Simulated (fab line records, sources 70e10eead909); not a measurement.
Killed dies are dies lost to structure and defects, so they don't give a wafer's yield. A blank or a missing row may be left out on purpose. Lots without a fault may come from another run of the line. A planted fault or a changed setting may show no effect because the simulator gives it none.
A struck lot beside a sound one | flow nand_harc | 14 steps out of a route of 1159
Sound: wafers L891.2, L891.3, L891.4. Struck: wafers L893.1, L893.4, L893.5. The cause comes at the end.
At each step with rows: each side's tool, then ch and its chambers, then its first start. Under that, the readings that differ: sound wafers | struck wafers | difference of the means | sigmas: that difference in standard deviations of wafers without a fault.
alike: readings whose means differ by less than 2 such deviations, and words and numbers that are the same on both sides. not compared: withheld readings, readings that some wafer has no value for, bounds like >300 that may hide the same value, and numbers for which the record gives no deviation and whose values overlap.
The two part at a step that has a row with sigmas, a row that says differs or no value, or rows on one side only. Numbers that don't overlap but have no deviation are shown without sigmas and don't part them. A reading that every wafer of one side lacks parts them only if that side has two wafers or more.

first, 2 steps without rows for these wafers: NHARC_A_CHANNEL_FILL_D1_ANNEAL_17 (time 1800 s); NHARC_A_CHANNEL_FILL_D1_CVD_18 (deposits poly-Si, target thk 3 nm).
NHARC_A_CHANNEL_FILL_D1_ETCHBACK_19: etches the open film in HBr/Cl2, target depth 5 nm, time 1.7 s.
  sound on rie_si-02 ch 0,1, day 12 04:41; struck on rie_si-05 ch 1,3, day 12 19:19
  alike: bias_w, drypump_motor_current_A, he_backside_leak_sccm, oes_product_au, throttle_valve_pct
  not compared: rf_hours_counter_h
NHARC_A_CHANNEL_FILL_D1_ETCHBACK_20: etches the open film in C4F8/O2/Ar, target depth 27 nm, time 13.5 s.
  sound on rie_diel-06 ch 1,2,3, day 12 04:50; struck on rie_diel-12 ch 1,2,3, day 12 19:25
  alike: bias_w, oes_product_au, rf_vpp_V
  not compared: rf_hours_counter_h
NHARC_A_CHANNEL_FILL_D1_STRIP_28: strips in O2, time 20 s.
  sound on rie_diel-06 ch 1,2,3, day 12 04:56; struck on rie_diel-12 ch 2,3, day 12 19:31
  alike: chamber_pressure_mTorr, drypump_motor_current_A, oes_product_au, rf_vpp_V, showerhead_plenum_p_Torr, throttle_valve_pct
  not compared: rf_hours_counter_h
then, 4 steps without rows for these wafers: NHARC_A_CHANNEL_FILL_D1_PRECLEAN_21 (cleans in dHF, time 30 s); NHARC_A_CHANNEL_FILL_D1_SRD_23; NHARC_A_CHANNEL_FILL_D1_CVD_05 (deposits poly-Si, target thk 5 nm); NHARC_A_CHANNEL_FILL_D1_ANNEAL_22 (time 7200 s).
NHARC_A_CHANNEL_FILL_D1_ALD_25: deposits SiOx, target thk 60 nm, pulse time 10 s, ald cycles 600.
  sound on ald_hk-01 ch 0,2,3, day 12 16:39; struck on ald_hk-03 ch 1,2, day 13 07:37
  alike: heater_power_w, precursor_pulse_height_rel
NHARC_A_CHANNEL_FILL_D1_ETCHBACK_08: etches the open film in C4F8, target depth 220 nm, time 110 s.
  sound on rie_diel-12 ch 0,2,3; struck on rie_diel-06 ch 2,3
  alike: oes_product_au, rf_vpp_V
  not compared: rf_hours_counter_h
NHARC_A_CHANNEL_FILL_D1_STRIP_29: strips in O2, time 20 s.
  sound on rie_diel-12 ch 1,2,3, day 13 02:11; struck on rie_diel-06 ch 1,2,3, day 13 13:20
  no value came back on the struck wafers for any of 8 readings (bias_w (W), chamber_pressure_mTorr (mTorr) and others); on the sound wafers bias_w (W) reads 0 0 0
then, 1 step without rows for these wafers: NHARC_A_CHANNEL_FILL_D1_PRECLEAN_30 (cleans in dHF, time 30 s).
-- the record jumps here: 9 days lie between the struck wafers' starts before and after (it left off in module A_CHANNEL_FILL_D1 and takes up again in module END, whose first step shown is number 1159 of the route) --
NHARC_END_SORT_01:
  sound on prober-02 ch 0, day 22 01:15; struck on prober-01 ch 0, day 22 15:56
  alike: killed_at_array, killed_at_other, killed_at_periphery, killed_dies, killed_open, killed_short

WHERE THEY PART
Only at NHARC_A_CHANNEL_FILL_D1_STRIP_29, within this record. Later steps at which nothing parts them and some readings are alike: NHARC_END_SORT_01.

WHY: what the simulator had put in
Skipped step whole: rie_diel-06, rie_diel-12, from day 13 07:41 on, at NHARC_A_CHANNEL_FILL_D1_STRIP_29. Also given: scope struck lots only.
